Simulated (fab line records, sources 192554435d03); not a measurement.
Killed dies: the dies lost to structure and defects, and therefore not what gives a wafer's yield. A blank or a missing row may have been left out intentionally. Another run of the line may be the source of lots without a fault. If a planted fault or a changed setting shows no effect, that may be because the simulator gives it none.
fab line records ; flow n5_finfet
record lots=7; wafers=39
route steps=1938 shown PASSIVATION@1923
start_h: the number of hours between the record's first day and the start of the first shown wafer of the lot ; wait_h: hours from the lot's prior step to this one ; " the same as in the row above ; L1.1+2: one row covering several wafers at once ; - no value present, or no start provided ; * or withheld: withheld ; < > ~ a bound
route shown NAME@n: NAME is a module with steps in the file, n the number in the route of the first one ; usual: mean/standard deviation taken from wafers without a fault ; same: alike in all rows ; chamber/n: place in a boat ; sites: each site's reading ; _std_site: how widely they spread, as a standard deviation ; _edge_site: outer sites' mean less inner sites' ; radius_mm: for every site, how far away it sits from the centre of the wafer ; mask NAME#n: copy n ; behind: tool/chamber where the wafer was last shaped ; hold: reason for holding the lot/hours on hold/outcome of the hold ; device: whichever transistor did not switch (one of n, p or np) ; end of line: the same wafers' tests at the end of the route ; where a step has no rows: the recipe by itself ; killed: the dies lost at the first sort to structure and to defects; this is not the yield of the wafer ; map: a wafer's dies, marking killed ones x, the rest . and places with no die _
set.NAME: the run value of the setting; set.NAME@STEP: its run value at that earlier step ; model.NAME: the simulator's own value behind a step, which no gauge read
lots whose settings were changed on purpose; a table a step, a row a wafer
## steps
# step N5_PASSIVATION_DEVELOP_43
# recipe develop_time_s=60; rinse_liquid=diw; dry=air_spin; dev_temp_c=21
lot.wafer;tool;chamber;start_h;wait_h;set.develop_time_s
L075.1+5+6;litho_track-02;0;-;-;81.08
L075.2+3+4;litho_track-02;0;-;-;60
L077.2+5+6;litho_track-01;0;-;-;60
L078.1+2+3+4+5+6;litho_track-02;0;-;-;60
L080.1+5+6;litho_track-04;0;-;-;40.32
L080.2+3+4;litho_track-04;0;-;-;60
L088.1+2+3+4+5+6;litho_track-01;0;-;-;60
L090.1+3+4;litho_track-01;0;-;-;60
L090.2+5+6;litho_track-01;0;-;-;78.22
L096.1+5+6;litho_track-04;0;-;-;41.27
L096.2+3+4;litho_track-04;0;-;-;60
# step N5_PASSIVATION_HARDBAKE_45
# recipe temp_c=130; time_s=120
# step N5_PASSIVATION_CD_MEAS_44
# recipe target_cd_nm=40000; landing_energy_ev=500; detector=se_inlens
# usual cd_nm=40003/3.9
lot.wafer;tool;chamber;start_h;wait_h;set.develop_time_s@PASSIVATION_DEVELOP_43;cd_nm
L075.1;cd_sem-01;0;278.45;-;81.08;-
L075.2;cd_sem-01;0;278.45;-;60;-
L075.3;cd_sem-01;0;278.45;-;60;40006
L075.4;cd_sem-01;0;278.45;-;60;-
L075.5;cd_sem-01;0;278.45;-;81.08;40012
L075.6;cd_sem-01;0;278.45;-;81.08;40016
L077.2;cd_sem-02;0;281.77;-;60;40002
L077.5;cd_sem-02;0;281.77;-;60;40010
L077.6;cd_sem-02;0;281.77;-;60;40004
L078.1;cd_sem-02;0;297.72;-;60;40011
L078.2;cd_sem-02;0;297.72;-;60;40007
L078.3;cd_sem-02;0;297.72;-;60;40008
L078.4;cd_sem-02;0;297.72;-;60;40003
L078.5;cd_sem-02;0;297.72;-;60;40009
L078.6;cd_sem-02;0;297.72;-;60;40001
L080.1;cd_sem-01;0;333.13;-;40.32;39986
L080.2;cd_sem-01;0;333.13;-;60;40007
L080.3;cd_sem-01;0;333.13;-;60;40009
L080.4;cd_sem-01;0;333.13;-;60;40007
L080.5;cd_sem-01;0;333.13;-;40.32;39987
L080.6;cd_sem-01;0;333.13;-;40.32;39992
L088.1;cd_sem-01;0;389.98;-;60;-
L088.2;cd_sem-01;0;389.98;-;60;40004
L088.3;cd_sem-01;0;389.98;-;60;40001
L088.4;cd_sem-01;0;389.98;-;60;-
L088.5;cd_sem-01;0;389.98;-;60;-
L088.6;cd_sem-01;0;389.98;-;60;40001
L090.1;cd_sem-01;0;406.70;-;60;40000
L090.2;cd_sem-01;0;406.70;-;78.22;40015
L090.3;cd_sem-01;0;406.70;-;60;40000
L090.4;cd_sem-01;0;406.70;-;60;39995
L090.5;cd_sem-01;0;406.70;-;78.22;40008
L090.6;cd_sem-01;0;406.70;-;78.22;40011
L096.1;cd_sem-01;0;416.51;-;41.27;-
L096.2;cd_sem-01;0;416.51;-;60;40013
L096.3;cd_sem-01;0;416.51;-;60;-
L096.4;cd_sem-01;0;416.51;-;60;-
L096.5;cd_sem-01;0;416.51;-;41.27;39997
L096.6;cd_sem-01;0;416.51;-;41.27;39989
## key
split step=N5_PASSIVATION_DEVELOP_43; setting=develop_time_s; stated=60; by=wafer
response step=N5_PASSIVATION_CD_MEAS_44; reading=cd_nm; change=+0.482; per=1%; r=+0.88
